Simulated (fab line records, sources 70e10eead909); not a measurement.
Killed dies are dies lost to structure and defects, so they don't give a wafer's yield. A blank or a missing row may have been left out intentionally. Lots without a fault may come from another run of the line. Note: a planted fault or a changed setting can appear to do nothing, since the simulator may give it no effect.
Code-filled problem report in 8D (eight disciplines) form	flow nand-harc	the parts of the form that need people (team, actions taken, sign-off) are left out

== 1. PROBLEM STATEMENT ==
Wafers without a fault read 47.9 s, standard deviation 0.46; run-length-s at NHARC_A_WL_FILL_ETCHBACK_17 reads a mean of 37.5 s on 3 wafers belonging to 2 lots. That is -23 standard deviations from the usual mean.
The step: etches the open film in Cl2/BCl3, target depth 4 nm, time 26.7 s.
Seen first at day 28 05:26 on rie-metal-01, wafer L908.5. The record holds 42 wafers of 14 lots with a number at this step. Rule for "out" (also "out of limits"): further than 4 standard deviations from the usual mean. The rest of the wafers with a number are treated as sound.

== 2. WHAT IT IS, AND WHAT IT ISN'T ==
question	is	is not
which readings at this step	run-length-s	drypump-motor-current-A, oes-product-au
which lots	L908, L911	L890, L891, L892, L894, L895, L896, L897, L898, L900, L902, L903, L904
which wafers of those lots	L908.5, L911.4, L911.5	L908.1, L908.4, L911.6
read on which tools	rie-metal-01	rie-metal-02, rie-metal-03
when	from day 28 05:26	up to then (38 sound wafers); but 1 sound wafer of L911 came after

== 3. SUSPECTS, AND WHAT RULES EACH OUT ==
Counting: if a tool at a process step up to the reading ran every lot that is out, it stays a suspect. Sound lots after the first of them don't rule it out here, since some wafers of a struck lot are sound.
- rie-diel-10 at NHARC_A_SLIT_ETCH_24 (etches the open film in CF4/CHF3, target depth 121 nm, time 60.5 s): kept. It processed each lot that is out (first: L908, day 27 06:19); up to then, its last sound lot is L904 (day 25 09:52).
- plasma-asher-02 at NHARC_A_WL_FILL_STRIP_27 (strips in N2/H2, time 20 s): kept. It processed each lot that is out (first: L908, day 27 19:41); up to then, its last sound lot is L902 (day 25 07:31).
- rie-metal-01 at NHARC_A_WL_FILL_ETCHBACK_17 (etches the open film in Cl2/BCl3, target depth 4 nm, time 26.7 s): kept. It processed each lot that is out (first: L908, day 28 05:26); up to then, its last sound lot is L898 (day 23 20:56). Out on those wafers are its own readings of run-length-s.
- Within rie-metal-01 at NHARC_A_WL_FILL_ETCHBACK_17: the wafers that are out ran in chamber 0; their sound lot-mates ran in chamber 1.
Left after counting: rie-diel-10 at NHARC_A_SLIT_ETCH_24, plasma-asher-02 at NHARC_A_WL_FILL_STRIP_27, rie-metal-01 at NHARC_A_WL_FILL_ETCHBACK_17.

== 4. THE CAUSE (what the simulator had put in) ==
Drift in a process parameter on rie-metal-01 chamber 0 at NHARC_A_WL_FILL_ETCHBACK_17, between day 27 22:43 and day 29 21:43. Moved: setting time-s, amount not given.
This tool is one of the 3 suspects left after counting.

== 5. SEQUENCE OF EFFECTS, ordered by route ==
Each row: a reading whose mean over the struck wafers that have a number lies more than 3 standard deviations from the usual. Scope: only readings with a usual standard deviation given in the record; hours: median across lots of the time from each lot's start at the first step in this table that gives one to its start at this step; sigmas: change in usual standard deviations.
hours	step	reading	usual	on struck wafers	change	sigmas
0	NHARC_A_WL_FILL_ETCHBACK_17	run-length-s	47.9 s	37.5	-10.4	-23
Process steps it contains:
- NHARC_A_WL_FILL_ETCHBACK_17: etches the open film in Cl2/BCl3, target depth 4 nm, time 26.7 s.

== 6. HOW IT WOULD HAVE BEEN CAUGHT EARLIER ==
First out-of-limits reading in this record: day 28 05:26, which is 7 hours after fault onset at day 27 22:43.
